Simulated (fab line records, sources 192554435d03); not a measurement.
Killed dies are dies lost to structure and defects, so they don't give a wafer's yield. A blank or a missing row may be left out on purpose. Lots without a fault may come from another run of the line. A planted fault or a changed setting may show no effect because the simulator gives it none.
fab line records | flow n5_finfet
record lots=10 wafers=30 last_day=19
route steps=1938 shown BEOL_M1@753 BEOL_M4@1111 PASSIVATION@1936
lots that met no fault: from a run of the same line without faults
start_h: hours from the record's first day to the start of the lot's first wafer shown | wait_h: hours since the lot's step before | " the same as in the row above | L1.1+2: a row that stands for several wafers | - no value, or no start given | * or withheld: withheld | < > ~ a bound
route shown NAME@n: a module of which the file shows steps, and the number in the route of the first | usual: mean/standard deviation of fault-free wafers | same: alike in all rows | chamber/n: place in a boat | sites: the reading at each site | _std_site: their standard deviation | _edge_site: outer sites' mean less inner sites' | radius_mm: how far each site lies from the wafer's centre | mask NAME#n: copy n | behind: the tool/chamber that last shaped the wafer | hold: why the lot was held/for how many hours/how that ended | device: the transistor (n, p or np) that didn't switch | end of line: the same wafers' tests at the end of the route | a step without rows: its recipe alone | killed: dies lost to structure and defects at the first sort, not the wafer's yield | map: a wafer's dies, x killed, . not, _ none there
set.NAME: the setting as run; set.NAME@STEP: as run at that earlier step | model.NAME: the simulator's own value behind a step, which no gauge read
steps of the route over a sample of lots; a table a step, a row a wafer
services: from which hour (start_h, from the record's first day; less than 0 if before it) a tool's chamber was out of use, for how many hours, and why
## steps
# step N5_BEOL_M1_PECVD_72
# recipe material=SiO2 target_thk_a=160 temp_c=400 precursor=TEOS/O2 pressure_torr=5.5 rf_w=450 teos_flow_sccm=53.8 gas=O2 flow_sccm=3000 time_s=18
# usual heater_power_w=777/83 showerhead_plenum_p_Torr=8.76/0.059 throttle_valve_pct=22.3/1.1
# columns lot.wafer tool chamber start_h wait_h heater_power_w showerhead_plenum_p_Torr throttle_valve_pct
L924.2 pecvd-01 1 122.18 0.0 725 8.75 22.7
L924.4 " 0 " " 781 8.72 23.6
L924.6 " 1 " " 738 8.72 22.7
L926.3 pecvd-02 0 134.59 0.0 844 8.87 23.9
L926.4 " 0 " " 833 8.87 24.1
L926.5 " 1 " " 657 8.76 22.5
L927.1 pecvd-01 0 138.43 0.0 786 8.71 23.4
L927.5 " 1 " " 764 8.78 22.8
L927.6 " 2 " " 686 8.82 20.7
L928.1 pecvd-01 1 143.21 0.0 798 8.76 23.2
L928.4 " 2 " " 779 8.83 21.0
L928.5 " 0 " " 871 8.70 23.5
L929.1 pecvd-01 0 154.73 0.0 898 8.71 23.6
L929.2 " 1 " " 746 8.76 23.2
L929.3 " 2 " " 822 8.84 21.0
L934.3 pecvd-03 2 190.05 0.0 883 8.76 21.3
L934.5 " 0 " " 664 8.73 21.6
L934.6 " 2 " " 882 8.74 21.5
L935.3 pecvd-02 1 193.19 0.1 692 8.73 22.5
L935.4 " 0 " " 767 8.85 24.0
L935.6 " 0 " " 748 8.86 24.1
L939.2 pecvd-03 0 217.87 0.0 719 8.73 21.7
L939.3 " 1 " " 701 8.72 21.8
L939.5 " 1 " " 723 8.70 21.7
L940.4 pecvd-01 1 220.89 0.1 680 8.74 23.2
L940.5 " 2 " " 786 8.82 21.0
L940.6 " 0 " " 764 8.68 23.2
L945.2 pecvd-02 0 242.55 0.0 806 8.89 23.7
L945.3 " 2 " " 792 8.71 20.4
L945.6 " 1 " " 708 8.75 22.6
# step N5_BEOL_M1_STRIP_19
# recipe chemistry=O2 power_w=400 temp_c=40 pressure_mtorr=30 rf_frequency_hz=6e+07 bias_power_w=0 overash_fraction=0.2 o2_flow_sccm=225
# usual drypump_motor_current_A=5.6/0.45 o2_flow_sccm=225.0/0.68 oes_product_au=0.76/0.091 rf_vpp_V=3.6/0.47 showerhead_plenum_p_Torr=2.11/0.073 throttle_valve_pct=16.59/0.21
# columns lot.wafer tool chamber start_h wait_h drypump_motor_current_A o2_flow_sccm oes_product_au rf_hours_counter_h rf_vpp_V showerhead_plenum_p_Torr throttle_valve_pct
L924.2 rie_diel-05 0 126.20 0.2 5.6 225.9 0.71 234 2.8 2.09 17.02
L924.4 " 2 " " 5.6 225.0 0.68 229 3.7 2.01 16.85
L924.6 " 0 " " 5.6 225.6 0.72 - 3.3 2.08 17.04
L926.3 rie_diel-02 2 137.25 0.1 5.5 225.9 0.76 171 3.2 2.19 16.57
L926.4 " 0 " " 5.0 225.5 0.70 221 3.2 2.17 16.50
L926.5 " 1 " " 6.4 225.4 0.79 - 3.5 2.03 16.76
L927.1 rie_diel-03 2 140.87 0.1 5.6 224.9 0.69 222 3.6 2.14 16.53
L927.5 " 3 " " 5.2 224.9 0.85 - 3.8 2.12 16.33
L927.6 " 2 " " 5.7 225.5 0.69 - 3.5 2.14 16.53
L928.1 rie_diel-02 0 144.21 0.1 5.0 225.6 0.69 224 3.5 2.17 16.50
L928.4 " 3 " " 6.0 225.4 0.74 178 3.3 2.00 16.68
L928.5 " 0 " " 5.0 225.2 0.70 - 3.0 2.17 16.49
L929.1 rie_diel-03 0 157.25 0.1 5.1 225.9 0.73 191 3.8 2.16 16.66
L929.2 " 2 " " 5.6 225.2 0.69 227 3.0 2.14 16.55
L929.3 " 3 " " 5.1 224.5 0.85 47 3.0 2.12 16.35
L934.3 rie_diel-03 1 192.42 0.2 6.3 226.2 0.99 1 3.6 2.06 16.12
L934.5 " 3 " " 5.1 224.5 0.83 - 3.5 2.11 16.36
L934.6 " 0 " " 5.1 225.0 0.72 - 3.8 2.16 16.68
L935.3 rie_diel-03 2 194.69 0.1 5.6 225.1 0.68 242 4.0 2.13 16.57
L935.4 " 0 " " 5.1 226.6 0.72 205 3.6 2.16 16.68
L935.6 " 2 " " 5.6 224.5 0.68 - 3.7 2.14 16.57
L939.2 rie_diel-05 1 219.77 0.1 5.4 225.9 0.84 65 3.4 2.21 16.37
L939.3 " 0 " " 5.5 225.9 0.99 5 3.9 2.08 16.60
L939.5 " 1 " " 5.4 225.1 0.85 - 3.5 2.21 16.35
L940.4 rie_diel-02 3 224.23 0.1 6.0 224.9 0.72 201 3.7 1.99 16.72
L940.5 " 2 " " 5.6 224.5 0.74 - 3.4 2.18 16.62
L940.6 " 3 " " 6.0 225.1 0.73 - 3.3 1.99 16.73
L945.2 rie_diel-02 2 244.45 0.1 5.5 225.3 0.73 208 3.6 2.18 16.62
L945.3 " 3 " " 6.0 225.8 0.71 210 3.8 1.99 16.72
L945.6 " 2 " " 5.5 224.6 0.73 - 3.9 2.18 16.63
# step N5_BEOL_M1_COAT_67
# recipe resist=SOC temp_c=250 time_s=60 spin_rpm=1500 resist_thk_nm=60
# usual heater_power_total_W=500.3/1.8 plate_temp_C=250.00/0.19
# columns lot.wafer tool chamber start_h wait_h heater_power_total_W plate_temp_C
L924.2 litho_track-01 0 126.31 0.0 502.7 249.50
L924.4 " 0 " " 502.9 250.07
L924.6 " 0 " " 498.9 249.77
L926.3 litho_track-05 0 137.36 0.0 501.7 249.87
L926.4 " 0 " " 498.0 250.06
L926.5 " 0 " " 499.4 249.91
L927.1 litho_track-03 0 140.97 0.0 498.1 249.91
L927.5 " 0 " " 498.1 249.95
L927.6 " 0 " " 503.2 250.03
L928.1 litho_track-05 0 144.31 0.0 497.4 250.11
L928.4 " 0 " " 497.4 249.89
L928.5 " 0 " " 498.2 250.26
L929.1 litho_track-05 0 157.35 0.0 498.6 249.93
L929.2 " 0 " " 500.6 250.03
L929.3 " 0 " " 500.6 249.81
L934.3 litho_track-03 0 192.52 0.0 501.4 250.14
L934.5 " 0 " " 503.3 250.28
L934.6 " 0 " " 501.0 250.21
L935.3 litho_track-05 0 194.79 0.0 500.6 250.09
L935.4 " 0 " " 497.6 249.97
L935.6 " 0 " " 498.9 250.02
L939.2 litho_track-05 0 219.88 0.0 486.9 244.51
L939.3 " 0 " " 488.4 244.58
L939.5 " 0 " " 488.3 244.69
L940.4 litho_track-05 0 224.34 0.0 486.6 244.67
L940.5 " 0 " " 486.6 244.56
L940.6 " 0 " " 486.5 244.23
L945.2 litho_track-05 0 244.56 0.0 485.9 244.29
L945.3 " 0 " " 488.5 244.16
L945.6 " 0 " " 487.8 244.58
# step N5_BEOL_M1_CD_MEAS_28
# recipe landing_energy_ev=500 detector=se_inlens target_cd_y_nm=23.3
# usual cd_nm=24.09/0.27
# same landing_energy_ev=500
# columns lot.wafer tool chamber start_h wait_h cd_nm
L924.2 cd_sem-02 0 126.59 - 24.11
L924.4 " 0 " " 23.97
L924.6 " 0 " " 23.87
L926.3 cd_sem-01 0 137.77 - 23.86
L926.4 " 0 " " 24.12
L926.5 " 0 " " 23.80
L927.1 cd_sem-03 0 141.38 - 24.62
L927.5 " 0 " " 23.67
L927.6 " 0 " " 24.09
L928.1 cd_sem-03 0 144.59 - 24.37
L928.4 " 0 " " 24.57
L928.5 " 0 " " 24.09
L929.1 cd_sem-02 0 157.63 - 23.95
L929.2 " 0 " " 24.18
L929.3 " 0 " " 24.14
L934.3 cd_sem-01 0 192.81 - 24.25
L934.5 " 0 " " 24.21
L934.6 " 0 " " 24.52
L935.3 cd_sem-01 0 195.08 - 24.12
L935.4 " 0 " " 24.35
L935.6 " 0 " " 23.75
L939.2 cd_sem-03 0 220.16 - 24.08
L939.3 " 0 " " 24.41
L939.5 " 0 " " 24.26
L940.4 cd_sem-02 0 224.62 - 24.07
L940.5 " 0 " " 24.20
L940.6 " 0 " " 23.71
L945.2 cd_sem-01 0 244.97 - 24.41
L945.3 " 0 " " 24.40
L945.6 " 0 " " 24.62
# step N5_BEOL_M4_RC_MEAS_101
# usual DIBL_N=36.0/1.9 DIBL_P=35.6/2.2 IOFF_N=0.15/0.031 IOFF_P=0.19/0.032 ION_N=668/11 ION_P=455/7.2 SS_N=71.5/0.65 SS_P=73.4/0.64 VT_N=251/3.6 VT_P=-253/3.3
# columns lot.wafer tool chamber start_h wait_h DIBL_N[mV/V] DIBL_P[mV/V] IOFF_N[nA/um] IOFF_P[nA/um] ION_N[uA/um] ION_P[uA/um] SS_N[mV/dec] SS_P[mV/dec] VT_N[mV] VT_P[mV]
L924.2 prober-01 0 190.18 0.2 36.4 35.6 0.15 0.21 671 461 70.7 73.6 249 -249
L924.4 " 0 " " 35.7 34.2 0.14 0.19 664 460 70.1 73.3 251 -251
L924.6 " 0 " " 37.5 36.3 0.17 0.22 675 457 71.0 73.7 250 -250
L926.3 prober-01 0 198.86 0.3 34.8 34.5 0.13 0.17 647 445 71.1 72.7 252 -253
L926.4 " 0 " " 36.2 35.2 0.15 0.17 663 453 70.9 72.5 254 -253
L926.5 " 0 " " 36.5 35.6 0.15 0.17 655 441 71.8 73.5 251 -254
L928.1 prober-01 0 215.89 0.0 34.7 34.5 0.14 0.19 665 458 70.7 72.5 252 -251
L928.4 " 0 " " 40.0 38.0 0.23 0.25 681 457 72.7 74.4 249 -250
L928.5 " 0 " " 37.7 36.0 0.18 0.22 669 465 71.5 74.2 249 -251
L927.1 prober-02 0 226.65 0.0 38.1 37.8 0.20 0.23 685 463 71.4 73.6 241 -249
L927.5 " 0 " " 36.1 36.1 0.16 0.20 676 459 71.4 73.3 251 -253
L927.6 " 0 " " 35.0 33.9 0.15 0.17 665 453 71.7 72.9 251 -254
L929.1 prober-02 0 241.66 0.0 33.2 32.0 0.11 0.14 649 441 72.3 71.9 260 -256
L929.2 " 0 " " 38.8 39.7 0.21 0.25 672 453 73.0 73.9 246 -249
L929.3 " 0 " " 34.7 34.8 0.13 0.18 658 454 71.3 73.4 255 -252
L934.3 prober-01 0 288.47 0.3 33.1 33.0 0.11 0.17 663 455 70.5 72.5 251 -254
L934.5 " 0 " " 33.8 33.7 0.12 0.17 661 454 71.3 73.3 250 -253
L934.6 " 0 " " 32.3 31.0 0.10 0.14 658 449 70.5 73.1 255 -256
L935.3 prober-02 0 292.35 0.3 33.7 31.6 0.12 0.15 657 449 70.3 73.2 254 -255
L935.4 " 0 " " 33.0 31.3 0.12 0.15 653 451 70.8 72.9 254 -258
L935.6 " 0 " " 34.4 33.1 0.13 0.17 658 456 70.9 73.0 253 -253
L939.2 prober-01 0 305.76 0.2 36.3 38.5 0.16 0.21 666 458 71.4 73.7 248 -253
L939.3 " 0 " " 35.7 36.3 0.16 0.17 666 445 72.0 73.4 249 -258
L939.5 " 0 " " 36.9 38.1 0.18 0.20 668 458 72.0 73.8 251 -256
L940.4 prober-01 0 308.79 0.5 34.9 35.3 0.14 0.18 667 454 71.1 73.0 251 -253
L940.5 " 0 " " 35.5 36.0 0.15 0.20 662 450 71.2 73.4 249 -248
L940.6 " 0 " " 33.6 34.6 0.13 0.18 667 461 71.0 73.0 251 -252
L945.2 prober-02 0 325.97 0.2 38.4 38.5 0.20 0.25 679 460 72.8 73.9 247 -249
L945.3 " 0 " " 35.8 34.8 0.15 0.20 679 463 71.7 73.3 251 -251
L945.6 " 0 " " 36.5 36.0 0.17 0.22 675 465 72.1 74.1 250 -252
# step N5_PASSIVATION_PROBE_49
# usual defect_limited_yield=91.3/1.4 killed_at_M0_to_M3=34/10 killed_at_M4_up=14/5.5 killed_at_contacts=12/6 killed_at_front_end=40/10 killed_at_other=3.0/2.4 killed_dies=103/17 killed_on_rim=13/4.3 killed_open=68/13 killed_short=34/7.8 sort_bin_5_function=5.1/0.97 sort_bin_6_memory=3.3/0.66 sort_bin_8_speed=0.02/0.12 sort_n_pass=1077/17 sort_yield_pct=91.2/1.4
# same gross_dies=1180 killed_at_back_side=0 sort_bin_4_leakage[%]=0
# columns lot.wafer tool chamber start_h wait_h defect_limited_yield[%] killed_at_M0_to_M3 killed_at_M4_up killed_at_contacts killed_at_front_end killed_at_other killed_dies killed_on_rim killed_open killed_short sort_bin_5_function[%] sort_bin_6_memory[%] sort_bin_8_speed[%] sort_n_pass sort_yield_pct[%]
L924.2 prober-01 - 294.17 0.1 93.9 16 7 7 37 5 72 4 52 20 3.6 2.4 0 1108 93.9
L924.4 prober-01 - 294.27 0.2 91.4 18 8 20 54 2 102 15 66 35 5.5 2.6 0 1078 91.4
L924.6 prober-01 - 294.37 0.3 93.1 20 13 17 29 3 82 11 59 23 4.1 2.8 0 1098 93.1
L928.1 prober-01 - 315.66 0.0 91.7 40 8 17 30 3 98 12 71 27 4.7 3.6 0 1082 91.7
L928.4 prober-01 - 315.81 0.2 87.3 66 17 16 46 5 150 27 101 49 7.8 4.7 0 1030 87.3
L928.5 prober-01 - 315.86 0.2 88.6 59 25 17 30 3 134 19 91 42 8.1 3.0 0 1046 88.6
L927.1 prober-02 - 323.36 0.4 92.3 26 31 9 25 0 91 15 57 32 3.6 3.6 0 1089 92.3
L927.5 prober-02 - 323.56 0.6 89.7 45 9 12 50 6 122 15 85 37 5.9 4.3 0 1058 89.7
L927.6 prober-02 - 323.61 0.7 88.7 39 20 6 65 3 133 11 86 45 6.3 4.4 0 1047 88.7
L929.1 prober-01 - 341.03 0.0 93.1 37 10 10 25 0 82 4 63 18 3.6 3.1 0 1098 93.1
L929.2 prober-01 - 341.08 0.1 91.9 34 10 15 35 1 95 8 57 38 4.7 3.0 0 1085 91.9
L929.3 prober-01 - 341.13 0.1 92.0 27 13 26 27 1 94 11 64 30 4.9 2.8 0 1086 92.0
L934.3 prober-01 - 397.44 0.1 93.1 25 16 5 32 4 82 7 48 31 4.4 2.3 0 1098 93.1
L934.5 prober-01 - 397.54 0.2 91.2 23 14 2 62 3 104 18 75 29 5.5 3.1 0 1076 91.2
L934.6 prober-01 - 397.59 0.3 91.5 20 14 10 51 5 100 8 56 42 4.6 3.6 0 1080 91.5
L935.3 prober-01 - 399.67 0.1 92.1 25 8 22 38 0 93 8 71 20 5.0 2.6 0 1087 92.1
L935.4 prober-01 - 399.72 0.2 93.0 24 8 10 41 0 83 13 54 29 4.2 2.5 0 1097 93.0
L935.6 prober-01 - 399.82 0.3 89.7 31 12 26 50 2 121 15 82 38 6.5 3.1 0 1059 89.7
L939.2 prober-01 - 416.65 0.1 90.6 49 11 10 38 3 111 16 66 38 5.1 3.5 0 1069 90.6
L939.3 prober-01 - 416.70 0.1 92.5 35 13 12 25 3 88 15 63 25 4.3 3.0 0 1092 92.5
L939.5 prober-01 - 416.80 0.2 91.0 28 19 8 47 4 106 15 67 38 5.0 3.8 0 1074 91.0
L940.4 prober-01 - 423.44 0.2 89.9 49 19 12 38 1 119 8 75 44 5.9 3.7 0 1061 89.9
L940.5 prober-01 - 423.49 0.2 89.0 43 11 13 57 6 130 14 89 40 6.0 4.6 0 1050 89.0
L940.6 prober-01 - 423.54 0.3 91.4 40 6 9 41 5 101 20 59 41 4.6 3.4 0 1079 91.4
# killed by level:class
L924.2 STI_FIN_REVEAL:geometric_particle:open=8 MOL_CONTACT_COAG:geometric_particle:open=7 GATE_CUT:geometric_particle:open=5 BEOL_M0_SAQP:geometric_particle:open=5 FIN_SAQP:geometric_particle:short=4 STI_FIN_REVEAL:geometric_particle:short=4 ILD0:geometric_particle:open=4 BEOL_M2:geometric_particle:open=4
L924.4 STI_FIN_REVEAL:geometric_particle:open=21 MOL_CONTACT_COAG:geometric_particle:open=17 FIN_SAQP:geometric_particle:open=8 FIN_SAQP:geometric_particle:short=6 BEOL_M0_SAQP:geometric_particle:short=6 BEOL_M0_SAQP:geometric_particle:open=6 STARTING-WAFER:geometric_particle:short=5 GATE_CUT:geometric_particle:short=4
L924.6 MOL_CONTACT_COAG:geometric_particle:open=14 BEOL_M2:geometric_particle:open=8 BEOL_M3:geometric_particle:open=5 STARTING-WAFER:geometric_particle:open=5 FIN_SAQP:geometric_particle:short=4 BEOL_M4:geometric_particle:open=4 STI_FIN_REVEAL:geometric_particle:open=3 STI_FIN_REVEAL:geometric_particle:short=3
L928.1 MOL_CONTACT_COAG:geometric_particle:open=13 BEOL_M2:geometric_particle:open=10 BEOL_M1:geometric_particle:open=8 BEOL_M3:geometric_particle:open=7 BEOL_M0_SAQP:geometric_particle:short=5 STI_FIN_REVEAL:geometric_particle:open=4 GATE_CUT:geometric_particle:short=4 BEOL_M3:geometric_particle:short=4
L928.4 BEOL_M0_SAQP:geometric_particle:short=21 STI_FIN_REVEAL:geometric_particle:open=18 BEOL_M2:geometric_particle:open=14 MOL_CONTACT_COAG:geometric_particle:open=10 BEOL_M3:geometric_particle:open=8 MOL_CONTACT_COAG:geometric_particle:short=6 BEOL_M0_SAQP:geometric_particle:open=6 BEOL_M0:geometric_particle:open=6
L928.5 BEOL_M0_SAQP:geometric_particle:open=14 MOL_CONTACT_COAG:geometric_particle:open=13 BEOL_M1:geometric_particle:open=12 BEOL_M0_SAQP:geometric_particle:short=9 BEOL_M3:geometric_particle:open=8 FIN_SAQP:geometric_particle:short=6 BEOL_M2:geometric_particle:open=6 BEOL_M4:geometric_particle:open=6
L927.1 BEOL_M4:geometric_particle:open=12 BEOL_M0:geometric_particle:short=8 BEOL_M5:geometric_particle:open=8 GATE_CUT:geometric_particle:short=7 BEOL_M1:geometric_particle:open=7 MOL_CONTACT_COAG:geometric_particle:open=6 BEOL_M2:geometric_particle:open=5 FIN_SAQP:geometric_particle:short=4
L927.5 STI_FIN_REVEAL:geometric_particle:open=17 BEOL_M2:geometric_particle:open=15 MOL_CONTACT_COAG:geometric_particle:open=10 BEOL_M3:geometric_particle:open=9 FIN_SAQP:geometric_particle:open=8 BEOL_M0:geometric_particle:short=6 FIN_SAQP:geometric_particle:short=5 GATE_CUT:geometric_particle:short=5
L927.6 FIN_SAQP:geometric_particle:open=17 STI_FIN_REVEAL:geometric_particle:open=13 FIN_SAQP:geometric_particle:short=10 BEOL_M3:geometric_particle:open=10 BEOL_M0:geometric_particle:short=7 BEOL_M4:geometric_particle:open=7 GATE_CUT:geometric_particle:short=6 BEOL_M5:geometric_particle:open=6
L929.1 BEOL_M2:geometric_particle:open=10 MOL_CONTACT_COAG:geometric_particle:open=8 BEOL_M1:geometric_particle:open=8 BEOL_M4:geometric_particle:open=6 FIN_SAQP:geometric_particle:open=5 GATE_CUT:geometric_particle:short=5 BEOL_M3:geometric_particle:open=5 DUMMY_GATE:geometric_particle:open=4
L929.2 MOL_CONTACT_COAG:geometric_particle:open=13 BEOL_M0_SAQP:geometric_particle:short=9 FIN_SAQP:geometric_particle:open=5 FIN_SAQP:geometric_particle:short=5 STI_FIN_REVEAL:geometric_particle:open=5 GATE_CUT:geometric_particle:short=5 BEOL_M2:geometric_particle:open=5 BEOL_M3:geometric_particle:open=5
L929.3 MOL_CONTACT_COAG:geometric_particle:open=22 FIN_SAQP:geometric_particle:short=6 ILD0:geometric_particle:open=6 GATE_CUT:geometric_particle:short=5 BEOL_M0_SAQP:geometric_particle:short=5 BEOL_M0:geometric_particle:open=5 BEOL_M5:geometric_particle:open=5 MOL_CONTACT_COAG:geometric_particle:short=4
L934.3 FIN_SAQP:geometric_particle:short=10 BEOL_M3:geometric_particle:open=8 BEOL_M0_SAQP:geometric_particle:short=6 BEOL_M4:geometric_particle:open=6 STI_FIN_REVEAL:geometric_particle:open=5 FIN_SAQP:geometric_particle:open=4 MOL_CONTACT_COAG:geometric_particle:open=4 BEOL_M0:geometric_particle:open=4
L934.5 FIN_SAQP:geometric_particle:open=22 FIN_SAQP:geometric_particle:short=9 STI_FIN_REVEAL:geometric_particle:open=9 BEOL_M2:geometric_particle:open=7 BEOL_M1:geometric_particle:open=6 DUMMY_GATE:geometric_particle:open=5 GATE_CUT:geometric_particle:short=5 GATE_CUT:geometric_particle:open=4
L934.6 STI_FIN_REVEAL:geometric_particle:open=13 FIN_SAQP:geometric_particle:short=8 MOL_CONTACT_COAG:geometric_particle:open=8 FIN_SAQP:geometric_particle:open=5 BEOL_M0_SAQP:geometric_particle:open=5 BEOL_M4:geometric_particle:open=5 STARTING-WAFER:geometric_particle:short=5 FIN_CUT:geometric_particle:short=4
L935.3 MOL_CONTACT_COAG:geometric_particle:open=17 STI_FIN_REVEAL:geometric_particle:open=12 FIN_SAQP:geometric_particle:open=8 BEOL_M1:geometric_particle:open=7 BEOL_M3:geometric_particle:open=5 DUMMY_GATE:geometric_particle:open=4 MOL_CONTACT_COAG:geometric_particle:short=4 BEOL_M0_SAQP:geometric_particle:short=4
L935.4 STI_FIN_REVEAL:geometric_particle:open=11 FIN_SAQP:geometric_particle:open=9 MOL_CONTACT_COAG:geometric_particle:open=8 BEOL_M1:geometric_particle:open=7 STARTING-WAFER:geometric_particle:short=6 BEOL_M0_SAQP:geometric_particle:short=4 BEOL_M2:geometric_particle:open=4 BEOL_M8:geometric_particle:open=4
L935.6 MOL_CONTACT_COAG:geometric_particle:open=22 FIN_SAQP:geometric_particle:open=11 BEOL_M0_SAQP:geometric_particle:short=8 BEOL_M1:geometric_particle:open=8 GATE_CUT:geometric_particle:short=7 BEOL_M0_SAQP:geometric_particle:open=5 STARTING-WAFER:geometric_particle:open=5 FIN_SAQP:geometric_particle:short=4
L939.2 BEOL_M0_SAQP:geometric_particle:open=11 FIN_SAQP:geometric_particle:open=8 MOL_CONTACT_COAG:geometric_particle:open=8 BEOL_M3:geometric_particle:open=7 HKMG_FIN:area_etch=7 STI_FIN_REVEAL:geometric_particle:open=6 BEOL_M0_SAQP:geometric_particle:short=6 BEOL_M2:geometric_particle:open=6
L939.3 MOL_CONTACT_COAG:geometric_particle:open=10 BEOL_M0_SAQP:geometric_particle:open=9 GATE_CUT:geometric_particle:short=6 BEOL_M1:geometric_particle:open=6 BEOL_M0_SAQP:geometric_particle:short=5 BEOL_M2:geometric_particle:open=5 BEOL_M3:geometric_particle:open=5 BEOL_M4:geometric_particle:open=5
L939.5 FIN_SAQP:geometric_particle:open=7 STI_FIN_REVEAL:geometric_particle:open=7 BEOL_M0_SAQP:geometric_particle:short=7 FIN_SAQP:geometric_particle:short=6 BEOL_M1:geometric_particle:short=6 ILD0:geometric_particle:open=5 MOL_CONTACT_COAG:geometric_particle:open=5 BEOL_M3:geometric_particle:open=5
L940.4 BEOL_M0_SAQP:geometric_particle:open=13 BEOL_M2:geometric_particle:open=13 BEOL_M0_SAQP:geometric_particle:short=12 FIN_SAQP:geometric_particle:short=9 FIN_SAQP:geometric_particle:open=8 MOL_CONTACT_COAG:geometric_particle:open=8 BEOL_M4:geometric_particle:open=8 STI_FIN_REVEAL:geometric_particle:open=4
L940.5 STI_FIN_REVEAL:geometric_particle:open=16 BEOL_M2:geometric_particle:open=12 MOL_CONTACT_COAG:geometric_particle:open=11 GATE_CUT:geometric_particle:short=10 BEOL_M0_SAQP:geometric_particle:open=8 FIN_SAQP:geometric_particle:open=7 FIN_SAQP:geometric_particle:short=6 BEOL_M0_SAQP:geometric_particle:short=6
L940.6 BEOL_M0_SAQP:geometric_particle:short=12 GATE_CUT:geometric_particle:short=10 MOL_CONTACT_COAG:geometric_particle:open=8 BEOL_M0_SAQP:geometric_particle:open=8 STI_FIN_REVEAL:geometric_particle:open=7 BEOL_M2:geometric_particle:open=7 BEOL_M3:geometric_particle:open=5 FIN_SAQP:geometric_particle:short=4
## services
# columns tool chamber start_h hours kind
rie_diel-03 - 107.77 2.8 pm
rie_diel-02 1 125.47 2.9 repair
pecvd-03 - 125.98 0.6 repair
pecvd-03 0 144.63 19.6 repair
rie_diel-05 - 154.02 2.8 pm
rie_diel-02 1 154.53 9.8 repair
rie_diel-03 1 154.81 - clean
rie_diel-03 1 154.81 - consumable_replace:focus_ring
rie_diel-03 1 154.81 34.2 scheduled_down
rie_diel-03 1 154.81 34.2 vent_cycle
pecvd-01 - 160.83 0.8 repair
pecvd-02 2 163.09 76.1 repair
rie_diel-05 3 171.94 12.6 repair
rie_diel-03 0 202.03 2.2 repair
pecvd-01 - 203.81 0.8 pm
pecvd-01 - 218.69 0.9 repair
rie_diel-03 2 225.93 - clean
rie_diel-03 2 225.93 - consumable_replace:focus_ring
rie_diel-03 2 225.93 25.0 scheduled_down
rie_diel-03 2 225.93 25.0 vent_cycle
rie_diel-02 1 229.90 7.5 repair
pecvd-01 2 236.31 2.1 scheduled_down
rie_diel-02 0 237.40 - clean
rie_diel-02 0 237.40 - consumable_replace:focus_ring
## key
first_sign step=N5_BEOL_M1_COAT_67 reading=plate_temp_C direction=down sigmas=28 usual=* struck=*
effect step=N5_BEOL_M1_COAT_67 reading=heater_power_total_W direction=down sigmas=7.3 usual=* struck=*
met_at N5_BEOL_M1_COAT_67
struck_lots L939,L940,L945
not_acting_at N5_BEOL_M1_PECVD_72,N5_BEOL_M1_STRIP_19,N5_BEOL_M1_CD_MEAS_28
onset_between 194.79 219.88
fault kind=process_parameter_drift tool=litho_track-05 chamber=- onset_h=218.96 steps=N5_BEOL_M1_COAT_67 channel=temp_c offset=* shape=step end_h=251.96 acts_in=* stated=*
